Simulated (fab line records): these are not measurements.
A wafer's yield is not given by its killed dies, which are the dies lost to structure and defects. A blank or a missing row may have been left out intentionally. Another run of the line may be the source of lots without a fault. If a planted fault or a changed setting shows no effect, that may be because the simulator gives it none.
fab line records | flow n5_finfet
record: lots: 6 wafers: 18 last_day: 20
route steps=1938 shown PMOS_HMC_CHANNEL_EPI@66 PASSIVATION@1936
lots that met no fault: from a run of the same line without faults
start_h: start of the lot's first displayed wafer, in hours after the record's first day | wait_h: hours from the lot's prior step to this one | " repeats the value in the row above | L1.1+2: a single row standing in for several wafers | - no value, or no start given | * or withheld: withheld | < > ~ a bound
route shown NAME@n: names a module that has steps shown in the file, with the first one's number in the route | usual: average and standard deviation across the fault-free wafers | same: alike in all rows | chamber/n: place in a boat | sites: readings site by site | _std_site: standard deviation of those values | _edge_site: outer sites' mean less inner sites' | radius_mm: how far each site lies from the wafer's centre | mask NAME#n: copy n | behind: tool/chamber where the wafer was last shaped | hold: the reason the lot was held/the length of the hold in hours/how it ended | device: names the non-switching transistor (n, p or np) | end of line: at the end of the route, the tests of the same wafers | a step without rows: its recipe alone | killed: count of dies lost to structure and defects at first sort (not the wafer's yield) | map: dies across one wafer; x = killed, . = not, _ = none there
set.NAME: the run value of the setting; set.NAME@STEP: its run value at that earlier step | model.NAME: the simulator's own value behind a step, which no gauge read
lots at some steps of the route; a table a step, a row a wafer
services: when a tool's chamber went out of use (start_h, in hours from the record's first day, below 0 if earlier), for how many hours, and the reason
== steps ==
step: N5_PMOS_HMC_CHANNEL_EPI_OVL_MEAS_10
recipe: points_per_wafer: 44
usual: PMOS_HMC_BLK_OVL: -0.3/0.73
columns lot.wafer tool chamber start_h wait_h PMOS_HMC_BLK_OVL[nm]
L195.2 overlay-02 0 28.93 0.0 -0.7
L195.3 " 0 " " -0.1
L195.5 " 0 " " -0.9
L200.2 overlay-01 0 59.60 0.0 -0.7
L200.5 " 0 " " -0.2
L200.6 " 0 " " -0.8
L201.1 overlay-02 0 65.11 0.0 0.8
L201.2 " 0 " " -0.1
L201.4 " 0 " " -0.7
L211.1 overlay-01 0 124.92 0.0 -0.1
L211.5 " 0 " " -0.3
L211.6 " 0 " " -0.6
L212.1 overlay-01 0 142.64 11.2 -1.1
L212.2 " 0 " " -0.6
L212.4 " 0 " " -0.7
L213.3 overlay-01 0 150.74 0.0 0.4
L213.4 " 0 " " 0.8
L213.5 " 0 " " 0.0
step: N5_PMOS_HMC_CHANNEL_EPI_INSPECT_11
recipe: mode: adi inspect_instrument: macro
usual: raw_defect_count: 2.0/1.6
columns lot.wafer tool chamber start_h wait_h raw_defect_count
L195.2 defect_inspect-02 - 28.95 0.0 2
L195.3 " - " " 2
L195.5 " - " " 0
L200.2 defect_inspect-01 - 59.62 0.0 1
L200.5 " - " " 3
L200.6 " - " " 0
L201.1 defect_inspect-02 - 65.14 0.0 1
L201.2 " - " " 2
L201.4 " - " " 6
L211.1 defect_inspect-01 - 124.95 0.0 0
L211.5 " - " " 2
L211.6 " - " " 3
L212.1 defect_inspect-02 - 142.67 0.0 0
L212.2 " - " " 0
L212.4 " - " " 1
L213.3 defect_inspect-01 - 150.76 0.0 0
L213.4 " - " " 2
L213.5 " - " " 1
step: N5_PMOS_HMC_CHANNEL_EPI_DESCUM_14
recipe: chemistry: O2 time_s: 7.9 source_power_w: 50 bias_power_w: 20 pressure_mtorr: 20 rf_frequency_hz: 2.712e+07 temp_c: 40 resist: CAR-ArF-block o2_flow_sccm: 225
step: N5_PMOS_HMC_CHANNEL_EPI_ETCH_32
recipe: chemistry: N2/H2 target: BARC stop_on: SiO2 target_depth_a: 858 over_etch_frac: 0.3 time_s: 50.3 ion_energy_ev: 200 mask_material: CAR-ArF-block pressure_mtorr: 30 source_w: 840 bias_w: 150 n2_flow_sccm: 200 h2_flow_sccm: 200
usual: bias_w: 149.9/0.53 chamber_pressure_mTorr: 30.001/0.028 drypump_motor_current_A: 5.9/0.55 oes_product_au: 0.66/0.065 rf_vpp_V: 523.8/2.4 showerhead_plenum_p_Torr: 2.54/0.084 throttle_valve_pct: 18.01/0.22
columns lot.wafer tool chamber start_h wait_h bias_w chamber_pressure_mTorr drypump_motor_current_A oes_product_au rf_hours_counter_h rf_vpp_V showerhead_plenum_p_Torr throttle_valve_pct
L195.2 rie_diel-03 3 29.02 0.0 150.3 30.015 5.3 0.59 248 525.4 2.61 18.29
L195.3 " 2 " " 149.4 30.004 5.0 0.70 102 528.4 2.67 17.82
L195.5 " 0 " " 149.3 29.943 5.5 0.65 - 523.6 2.54 18.01
L200.2 rie_diel-03 1 59.69 0.0 150.2 29.998 6.1 0.65 131 520.6 2.45 17.61
L200.5 " 2 " " 150.4 30.004 5.0 0.68 - 527.5 2.66 17.86
L200.6 " 3 " " 149.3 30.022 5.4 0.84 - 524.2 2.61 17.85
L201.1 rie_diel-01 0 65.21 0.0 149.8 30.074 6.7 0.73 52 522.9 2.48 18.10
L201.2 " 2 " " 150.3 30.041 6.4 0.60 238 520.7 2.40 18.50
L201.4 " 1 " " 150.8 30.025 6.3 0.68 102 523.8 2.56 17.81
L211.1 rie_diel-03 2 125.42 0.0 150.6 30.004 5.0 0.67 126 526.2 2.66 17.87
L211.5 " 1 " " 149.3 29.965 6.1 0.65 - 522.1 2.44 17.63
L211.6 " 2 " " 150.0 30.002 5.0 0.68 - 526.6 2.66 17.89
L212.1 rie_diel-03 2 142.73 0.0 149.7 30.005 5.0 0.67 128 526.2 2.66 17.87
L212.2 " 1 " " 149.7 30.015 6.1 0.64 140 520.0 2.44 17.62
L212.4 " 3 " " 149.2 29.995 5.3 0.80 20 524.1 2.60 17.88
L213.3 rie_diel-03 1 150.83 0.0 149.9 30.003 6.1 0.64 143 520.6 2.44 17.63
L213.4 " 3 " " 149.4 30.059 5.4 0.78 - 524.4 2.60 17.88
L213.5 " 2 " " 150.0 29.995 5.0 0.66 - 526.9 2.65 17.88
step: N5_PMOS_HMC_CHANNEL_EPI_HM_OPEN_15
recipe: chemistry: CHF3/O2 target: SiO2 mask_material: CAR-ArF-block target_depth_a: 406 CHF3_flow_sccm: 50 O2_flow_sccm: 5 Ar_flow_sccm: 200 time_s: 20.3 pressure_mtorr: 30 source_w: 650 bias_w: 170 ion_energy_ev: 200
step: N5_PMOS_HMC_CHANNEL_EPI_STRIP_33
recipe: chemistry: N2/H2 power_w: 500 temp_c: 40 pressure_mtorr: 50 rf_frequency_hz: 6e+07 overash_fraction: 0.3 bias_power_w: 8 h2_frac: 0.5 n2_flow_sccm: 300 h2_flow_sccm: 300
usual: chamber_pressure_mTorr: 50.00/0.084 drypump_motor_current_A: 5.9/0.55 oes_product_au: 0.78/0.08 rf_vpp_V: 54.0/1.7 showerhead_plenum_p_Torr: 3.35/0.11 throttle_valve_pct: 19.11/0.21
columns lot.wafer tool chamber start_h wait_h chamber_pressure_mTorr drypump_motor_current_A oes_product_au rf_hours_counter_h rf_vpp_V showerhead_plenum_p_Torr throttle_valve_pct
L195.2 rie_diel-03 3 29.12 0.0 50.13 5.4 0.68 248 53.2 3.45 19.31
L195.3 " 2 " " 50.01 5.0 0.81 102 56.1 3.52 18.86
L195.5 " 0 " " 50.08 5.6 0.75 - 57.5 3.35 19.00
L200.2 rie_diel-03 1 59.79 0.0 50.01 6.1 0.74 131 54.7 3.24 19.01
L200.5 " 2 " " 50.00 5.0 0.79 - 55.2 3.51 18.89
L200.6 " 3 " " 50.05 5.4 1.00 - 53.1 3.44 18.90
L201.1 rie_diel-01 0 65.30 0.0 49.94 6.6 0.84 52 51.0 3.27 19.08
L201.2 " 2 " " 50.04 6.4 0.71 238 56.8 3.18 19.71
L201.4 " 1 " " 50.04 6.3 0.80 102 54.0 3.38 18.93
L211.1 rie_diel-03 2 125.51 0.0 50.03 5.0 0.79 126 54.2 3.50 18.91
L211.5 " 1 " " 50.06 6.2 0.75 - 52.1 3.23 19.01
L211.6 " 2 " " 49.96 5.0 0.78 - 56.3 3.50 18.90
L212.1 rie_diel-03 2 142.83 0.0 49.98 5.0 0.79 128 53.6 3.50 18.93
L212.2 " 1 " " 49.96 6.1 0.76 140 53.0 3.23 18.99
L212.4 " 3 " " 50.07 5.4 0.92 20 54.5 3.43 18.92
L213.3 rie_diel-03 1 150.93 0.0 49.91 6.2 0.76 143 54.2 3.23 19.04
L213.4 " 3 " " 49.98 5.4 0.92 - 56.7 3.43 18.91
L213.5 " 2 " " 49.94 5.0 0.76 - 52.6 3.50 18.93
step: N5_PMOS_HMC_CHANNEL_EPI_STRIP_17
recipe: chemistry: SPM time_s: 750 temp_c: 130 h2so4_h2o2_vol_ratio: 4 dry: ipa_marangoni
step: N5_PMOS_HMC_CHANNEL_EPI_ETCH_38
recipe: chemistry: CF4 target: SiO2 target_depth_a: 15 ion_energy_ev: 350 pressure_mtorr: 10 icp_w: 800 bias_w: 400 cf4_flow_sccm: 80
usual: bias_w: 400.0/1.2 chamber_pressure_mTorr: 9.998/0.0091 drypump_motor_current_A: 5.7/0.35 oes_product_au: 1.005/0.016 throttle_valve_pct: 21.77/0.2
columns lot.wafer tool chamber start_h wait_h bias_w chamber_pressure_mTorr drypump_motor_current_A oes_product_au rf_hours_counter_h throttle_valve_pct
L195.2 rie_si-05 3 29.42 0.0 398.9 10.006 5.5 0.987 102 21.50
L195.3 " 0 " " 399.8 9.992 6.1 1.004 204 21.85
L195.5 " 3 " " 397.6 9.996 5.5 0.989 - 21.52
L200.2 rie_si-05 1 60.09 0.0 397.9 9.996 5.0 0.973 89 22.11
L200.5 " 0 " " 399.4 9.997 6.1 1.014 - 21.81
L200.6 " 1 " " 397.1 9.998 5.0 0.969 - 22.12
L201.1 rie_si-06 2 65.61 0.0 399.6 10.002 5.2 0.999 98 21.73
L201.2 " 0 " " 398.3 9.995 5.9 0.996 161 21.57
L201.4 " 3 " " 397.4 9.993 5.6 1.032 98 21.74
L211.1 rie_si-06 0 125.82 0.0 400.4 9.999 5.9 0.990 162 21.58
L211.5 " 2 " " 399.1 10.007 5.2 0.992 - 21.73
L211.6 " 3 " " 401.9 9.999 5.6 1.016 - 21.74
L212.1 rie_si-05 1 143.14 0.0 398.7 9.987 5.0 0.970 90 22.12
L212.2 " 0 " " 398.5 9.993 6.1 1.021 1 21.78
L212.4 " 2 " " 399.0 9.994 5.6 1.031 27 22.09
L213.3 rie_si-04 1 151.23 0.0 402.3 9.996 6.2 1.006 168 21.80
L213.4 " 0 " " 401.2 10.003 6.1 1.013 111 22.00
L213.5 " 3 " " 402.4 9.984 6.2 1.008 - 21.84
step: N5_PMOS_HMC_CHANNEL_EPI_FIN_RECESS_16
recipe: chemistry: HBr/Cl2 target: Si mask_material: SiO2 target_depth_a: 540 time_s: 18 pressure_mtorr: 10 icp_w: 800 bias_w: 75 HBr_flow_sccm: 150 Cl2_flow_sccm: 80
usual: HBr_flow_sccm: 150.0/0.44 bias_w: 74.95/0.23 chamber_pressure_mTorr: 9.999/0.0089 drypump_motor_current_A: 5.7/0.35 oes_product_au: 1.003/0.015 throttle_valve_pct: 35.47/0.22
columns lot.wafer tool chamber start_h wait_h HBr_flow_sccm bias_w chamber_pressure_mTorr drypump_motor_current_A oes_product_au rf_hours_counter_h throttle_valve_pct
L195.2 rie_si-05 3 29.44 0.0 149.6 75.06 9.982 5.5 0.995 102 35.09
L195.3 " 0 " " 149.6 74.99 9.993 6.2 1.007 204 35.54
L195.5 " 3 " " 150.2 75.01 10.008 5.5 0.985 - 35.09
L200.2 rie_si-05 1 60.11 0.0 150.1 74.96 9.998 5.0 0.979 89 35.65
L200.5 " 0 " " 150.6 74.94 10.000 6.1 1.027 - 35.57
L200.6 " 1 " " 150.9 75.41 10.014 5.0 0.971 - 35.65
L201.1 rie_si-06 2 65.63 0.0 149.7 74.91 10.001 5.3 0.986 98 35.40
L201.2 " 0 " " 149.9 74.71 9.997 5.9 0.995 161 35.32
L201.4 " 3 " " 150.0 74.77 10.013 5.7 1.019 98 35.45
L211.1 rie_si-06 0 125.84 0.0 150.1 74.69 10.010 5.9 1.000 162 35.32
L211.5 " 2 " " 150.8 75.25 10.005 5.3 0.986 - 35.39
L211.6 " 3 " " 149.9 75.17 10.003 5.6 1.019 - 35.44
L212.1 rie_si-05 1 143.16 0.0 150.2 74.88 9.992 5.0 0.969 90 35.64
L212.2 " 0 " " 150.1 74.81 10.001 6.1 1.019 1 35.58
L212.4 " 2 " " 150.1 75.14 10.004 5.6 1.022 27 35.92
L213.3 rie_si-04 1 151.25 0.0 149.9 74.93 9.989 6.1 0.995 168 35.53
L213.4 " 0 " " 150.1 74.90 9.999 6.1 1.013 111 35.85
L213.5 " 3 " " 149.3 75.07 9.999 6.3 1.010 - 35.63
step: N5_PMOS_HMC_CHANNEL_EPI_PRECLEAN_36
recipe: chemistry: O3/DIW time_s: 45 temp_c: 22 o3_ppm: 10
step: N5_PMOS_HMC_CHANNEL_EPI_PRECLEAN_18
recipe: chemistry: DHF time_s: 30 temp_c: 25 dilution: withheld
step: N5_PMOS_HMC_CHANNEL_EPI_SRD_19
recipe: dry: ipa_marangoni do_ppb: 5 time_s: 30 temp_c: 23 rinse_liquid: diw
step: N5_PMOS_HMC_CHANNEL_EPI_EPI_20
recipe: material: SiGe30 mask_material: SiO2 pressure_torr: 20 target_thk_a: 590 temp_c: 600
usual: chamber_pressure_Torr: 19.99/0.043 susceptor_temp_C_max: 600.9/0.33
columns lot.wafer tool chamber start_h wait_h chamber_pressure_Torr susceptor_temp_C_max model.SiGe30_of_PMOS_HMC_CHANNEL_EPI_EPI_20.thk_nm
L195.2 epi_rpcvd-01 0 29.82 0.2 19.96 600.9 59.06
L195.3 " 0 " " 19.96 601.0 59.08
L195.5 " 0 " " 20.05 600.9 58.49
L200.2 epi_rpcvd-02 0 60.55 0.3 19.91 601.0 58.67
L200.5 " 0 " " 19.92 600.9 58.57
L200.6 " 0 " " 19.98 600.8 58.54
L201.1 epi_rpcvd-03 0 65.80 0.0 20.00 600.8 59.41
L201.2 " 0 " " 20.04 600.8 59.37
L201.4 " 0 " " 20.01 600.7 58.84
L211.1 epi_rpcvd-01 0 126.01 0.0 14.73 600.9 52.09
L211.5 " 0 " " 14.78 601.2 52.61
L211.6 " 0 " " 14.71 600.8 51.68
L212.1 epi_rpcvd-01 0 143.33 0.0 14.62 601.2 51.91
L212.2 " 0 " " 14.64 601.0 51.74
L212.4 " 0 " " 14.69 601.7 51.85
L213.3 epi_rpcvd-03 0 152.64 1.3 20.02 600.6 58.45
L213.4 " 0 " " 20.05 600.6 59.01
L213.5 " 0 " " 20.06 600.1 58.31
step: N5_PMOS_HMC_CHANNEL_EPI_HM_STRIP_35
recipe: chemistry: dHF temp_c: 25 material: SiO2 target: SiO2 target_depth_a: 396 time_s: 216
step: N5_PMOS_HMC_CHANNEL_EPI_SRD_39
recipe: dry: ipa_marangoni time_s: 30 temp_c: 23 rinse_liquid: diw
step: N5_PMOS_HMC_CHANNEL_EPI_CMP_21
recipe: material: SiGe30 post_cmp_clean: alkaline_brush target_thk_nm: 54
usual: motor_current_A: 12.6/1.4
columns lot.wafer tool chamber start_h wait_h motor_current_A
L195.3 cmp-03 3 30.99 0.1 13.5
L195.2 " 1 " " 12.6
L195.5 " 3 " " 13.4
L200.2 cmp-04 1 62.22 0.2 13.2
L200.5 " 0 " " 13.5
L200.6 " 1 " " 13.0
L201.2 cmp-02 3 67.55 0.0 11.8
L201.4 " 0 " " 15.2
L201.1 " 2 " " 14.1
L211.1 cmp-03 3 127.35 0.0 13.2
L211.5 " 3 " " 13.3
L211.6 " 0 " " 11.9
L212.1 cmp-03 1 145.64 0.1 11.8
L212.4 " 2 " " 12.9
L212.2 " 3 " " 13.7
L213.3 cmp-02 1 153.84 0.0 10.3
L213.4 " 0 " " 15.6
L213.5 " 2 " " 14.7
step: N5_PMOS_HMC_CHANNEL_EPI_THK_MEAS_22
recipe: reads: SiGe30_of_PMOS_HMC_CHANNEL_EPI_EPI_20
usual: HMC_CMP_THK: 54.3/0.57
columns lot.wafer tool chamber start_h wait_h HMC_CMP_THK[nm]
L195.2 film_metro-02 - 31.25 - 54.9
L195.3 " - " " 54.9
L195.5 " - " " 54.5
L200.2 film_metro-02 - 62.48 - 54.1
L200.5 " - " " 54.5
L200.6 " - " " 54.0
L201.1 film_metro-02 - 67.85 - 54.3
L201.2 " - " " 53.8
L201.4 " - " " 54.0
L211.1 film_metro-01 - 127.65 - 52.1
L211.5 " - " " 52.5
L211.6 " - " " 51.7
L212.1 film_metro-01 - 145.90 - 51.8
L212.2 " - " " 51.7
L212.4 " - " " 51.8
L213.3 film_metro-02 - 154.14 - 54.9
L213.4 " - " " 53.4
L213.5 " - " " 53.9
step: N5_PMOS_HMC_CHANNEL_EPI_PRECLEAN_40
recipe: chemistry: DHF time_s: 30 temp_c: 25 dilution: withheld
step: N5_PMOS_HMC_CHANNEL_EPI_PRECLEAN_37
recipe: chemistry: O3/DIW time_s: 45 temp_c: 22 o3_ppm: 10
columns lot.wafer tool chamber start_h wait_h model.SiGe30_of_PMOS_HMC_CHANNEL_EPI_EPI_20.thk_nm
L195.2 wet_bench-03 0 31.29 0.0 53.28
L195.3 " 2 " " 53.22
L195.5 " 7 " " 53.21
L200.2 wet_bench-05 3 62.52 0.0 53.28
L200.5 " 4 " " 53.38
L200.6 " 5 " " 53.2
L201.1 wet_bench-05 1 67.88 0.0 53.18
L201.2 " 0 " " 53.11
L201.4 " 7 " " 53.33
L211.1 wet_bench-05 3 127.69 0.0 51.33
L211.5 " 2 " " 51.85
L211.6 " 4 " " 50.91
L212.1 wet_bench-03 7 145.94 0.0 51.13
L212.2 " 6 " " 50.97
L212.4 " 3 " " 51.08
L213.3 wet_bench-06 3 154.18 0.0 53.36
L213.4 " 6 " " 53.42
L213.5 " 1 " " 53.31
step: N5_PMOS_HMC_CHANNEL_EPI_PRECLEAN_24
recipe: chemistry: DHF time_s: 30 temp_c: 25 dilution: withheld
step: N5_PASSIVATION_PROBE_49
usual: killed_at_M0_to_M3: 37/12 killed_at_M4_up: 15/5.6 killed_at_contacts: 13/6.9 killed_at_front_end: 40/11 killed_at_other: 4/3.2 killed_dies: 109/20 killed_on_rim: 14/4.3 killed_open: 73/15 killed_short: 35/8.3
same: gross_dies: 1180 killed_at_back_side: 0
columns lot.wafer tool chamber start_h wait_h killed_at_M0_to_M3 killed_at_M4_up killed_at_contacts killed_at_front_end killed_at_other killed_dies killed_on_rim killed_open killed_short
L195.2 prober-01 - 346.89 0.1 26 15 5 31 7 84 8 48 33
L195.3 prober-01 - 346.94 0.1 38 11 11 41 7 108 16 62 46
L195.5 prober-01 - 347.04 0.2 30 16 6 35 4 91 8 51 40
L200.2 prober-01 - 377.47 0.1 64 17 20 70 15 186 23 107 78
L200.5 prober-01 - 377.62 0.2 29 14 26 51 14 134 22 93 40
L200.6 prober-01 - 377.67 0.3 26 14 28 44 8 120 18 77 43
L201.1 prober-01 - 387.53 0.0 47 6 10 30 1 94 15 60 34
L201.2 prober-01 - 387.58 0.1 35 12 19 21 5 92 11 59 32
L201.4 prober-01 - 387.68 0.2 26 24 14 36 2 102 13 79 22
L213.3 prober-02 - 478.54 0.1 56 14 10 35 6 121 19 85 33
L213.4 prober-02 - 478.59 0.2 24 22 11 45 2 104 9 75 27
L213.5 prober-02 - 478.64 0.2 42 26 15 31 6 120 16 87 31
killed by level:class
L195.2 BEOL_M0_SAQP:geometric_particle:short=10 STI_FIN_REVEAL:geometric_particle:open=8 FIN_SAQP:geometric_particle:short=5 BEOL_M2:geometric_particle:open=5 MIM_TOP:geometric_particle:open=4 BEOL_M0_SAQP:geometric_particle:open=4 BEOL_M4:geometric_particle:open=4 GATE_CUT:geometric_particle:short=3
L195.3 MOL_CONTACT_COAG:geometric_particle:open=10 BEOL_M0_SAQP:geometric_particle:open=10 STI_FIN_REVEAL:geometric_particle:open=9 GATE_CUT:geometric_particle:short=9 FIN_SAQP:geometric_particle:open=6 BEOL_M2:geometric_particle:short=6 BEOL_M3:geometric_particle:short=6 BEOL_M4:geometric_particle:open=5
L195.5 STI_FIN_REVEAL:geometric_particle:open=12 BEOL_M4:geometric_particle:open=9 BEOL_M2:geometric_particle:open=7 BEOL_M0:geometric_particle:short=6 MOL_CONTACT_COAG:geometric_particle:short=5 BEOL_M0_SAQP:geometric_particle:short=5 STARTING-WAFER:geometric_particle:short=5 STI_FIN_REVEAL:geometric_particle:short=4
L200.2 BEOL_M0_SAQP:geometric_particle:short=24 BEOL_M0_SAQP:geometric_particle:open=21 MOL_CONTACT_COAG:geometric_particle:open=18 FIN_SAQP:geometric_particle:short=16 STI_FIN_REVEAL:geometric_particle:open=16 FIN_SAQP:geometric_particle:open=7 BEOL_M4:geometric_particle:open=7 DUMMY_GATE:geometric_particle:open=7
L200.5 MOL_CONTACT_COAG:geometric_particle:open=21 FIN_SAQP:geometric_particle:open=12 STI_FIN_REVEAL:geometric_particle:open=11 FIN_SAQP:geometric_particle:short=9 BEOL_M0_SAQP:geometric_particle:open=9 BEOL_M0_SAQP:geometric_particle:short=8 MOL_CONTACT_COAG:geometric_particle:short=5 BEOL_M5:geometric_particle:open=5
L200.6 MOL_CONTACT_COAG:geometric_particle:open=23 STI_FIN_REVEAL:geometric_particle:open=13 FIN_SAQP:geometric_particle:open=8 BEOL_M0_SAQP:geometric_particle:short=8 FIN_SAQP:geometric_particle:short=7 MOL_CONTACT_COAG:geometric_particle:short=5 BEOL_M2:geometric_particle:open=5 DUMMY_GATE:geometric_particle:open=4
L201.1 BEOL_M0_SAQP:geometric_particle:short=11 BEOL_M0_SAQP:geometric_particle:open=8 BEOL_M3:geometric_particle:open=8 STI_FIN_REVEAL:geometric_particle:open=7 MOL_CONTACT_COAG:geometric_particle:open=7 BEOL_M2:geometric_particle:open=7 BEOL_M3:geometric_particle:short=6 GATE_CUT:geometric_particle:short=5
L201.2 MOL_CONTACT_COAG:geometric_particle:open=15 BEOL_M0_SAQP:geometric_particle:open=9 BEOL_M0_SAQP:geometric_particle:short=8 BEOL_M2:geometric_particle:open=6 BEOL_M3:geometric_particle:open=6 BEOL_M4:geometric_particle:open=6 FIN_SAQP:geometric_particle:short=5 FIN_SAQP:geometric_particle:open=4
L201.4 MOL_CONTACT_COAG:geometric_particle:open=13 STI_FIN_REVEAL:geometric_particle:open=11 BEOL_M4:geometric_particle:open=11 BEOL_M2:geometric_particle:open=9 FIN_SAQP:geometric_particle:open=5 BEOL_M3:geometric_particle:open=5 BEOL_M0_SAQP:geometric_particle:open=4 STARTING-WAFER:geometric_particle:open=4
L213.3 BEOL_M1:geometric_particle:open=18 STI_FIN_REVEAL:geometric_particle:open=10 BEOL_M2:geometric_particle:open=10 MOL_CONTACT_COAG:geometric_particle:open=9 FIN_SAQP:geometric_particle:open=8 BEOL_M0_SAQP:geometric_particle:open=7 BEOL_M3:geometric_particle:open=6 BEOL_M2:geometric_particle:short=5
L213.4 STI_FIN_REVEAL:geometric_particle:open=15 BEOL_M4:geometric_particle:open=13 MOL_CONTACT_COAG:geometric_particle:open=9 ILD0:geometric_particle:short=8 BEOL_M1:geometric_particle:open=6 BEOL_M2:geometric_particle:open=5 BEOL_M3:geometric_particle:open=5 FIN_SAQP:geometric_particle:short=4
L213.5 STI_FIN_REVEAL:geometric_particle:open=15 BEOL_M2:geometric_particle:open=14 MOL_CONTACT_COAG:geometric_particle:open=13 BEOL_M4:geometric_particle:open=9 BEOL_M0_SAQP:geometric_particle:open=7 BEOL_M0_SAQP:geometric_particle:short=6 BEOL_M1:geometric_particle:open=5 FIN_SAQP:geometric_particle:short=3
== services ==
columns tool chamber start_h hours kind
cmp-03 - 10.70 2.1 repair
rie_si-05 1 27.09 6.5 repair
cmp-04 - 27.61 10.2 pm
rie_diel-01 1 28.63 15.2 repair
cmp-03 - 35.36 2.1 repair
cmp-04 - 48.02 4.8 pm
cmp-03 - 49.87 13.9 repair
rie_diel-03 - 56.58 0.7 repair
rie_diel-03 1 63.66 28.1 repair
rie_si-06 1 67.40 4.3 repair
rie_si-06 3 70.12 6.7 repair
cmp-02 - 75.15 0.4 repair
rie_diel-01 0 75.90 1.5 repair
cmp-02 - 85.64 1.9 repair
epi_rpcvd-03 - 89.11 2.7 repair
epi_rpcvd-02 - 96.82 1.2 repair
rie_si-05 - 104.94 1.8 repair
rie_si-06 - 109.83 2.8 pm
cmp-03 - 111.54 5.5 pm
cmp-03 - 117.19 1.3 repair
cmp-02 - 126.43 1.0 repair
cmp-03 - 137.22 3.4 repair
cmp-02 - 151.32 1.7 repair
rie_si-05 2 152.34 3.8 repair
== key ==
first_sign: step: N5_PMOS_HMC_CHANNEL_EPI_EPI_20 reading: chamber_pressure_Torr direction: down sigmas: 99+ usual: 19.99 struck: 14.69
effect: step: N5_PMOS_HMC_CHANNEL_EPI_THK_MEAS_22 reading: HMC_CMP_THK direction: down sigmas: 4.1 usual: 54.3 struck: 51.9
model_effect: step: N5_PMOS_HMC_CHANNEL_EPI_EPI_20 value: SiGe30_of_PMOS_HMC_CHANNEL_EPI_EPI_20.thk_nm without: 58.77 struck: 51.98
model_effect: step: N5_PMOS_HMC_CHANNEL_EPI_PRECLEAN_37 value: SiGe30_of_PMOS_HMC_CHANNEL_EPI_EPI_20.thk_nm without: 53.29 struck: 51.21
met_at N5_PMOS_HMC_CHANNEL_EPI_EPI_20
struck_wafers L211.1,L211.5,L211.6,L212.1,L212.2,L212.4
tester_left_out L211,L212
onset_between 29.82 126.01
fault: kind: process_parameter_drift tool: epi_rpcvd-01 chamber: - onset_h: 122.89 steps: N5_PMOS_HMC_CHANNEL_EPI_EPI_20 channel: pressure_torr offset: -5.279 shape: step end_h: 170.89 acts_in: these_recipes_only stated: 20
tester_left_out: of these lots the tester's yield and bins aren't shown, on N5 and GAA mostly nor the transistor test; their killed dies are dies lost to structure and defects alone, not to doping, threshold or leakage, so they don't give the yield
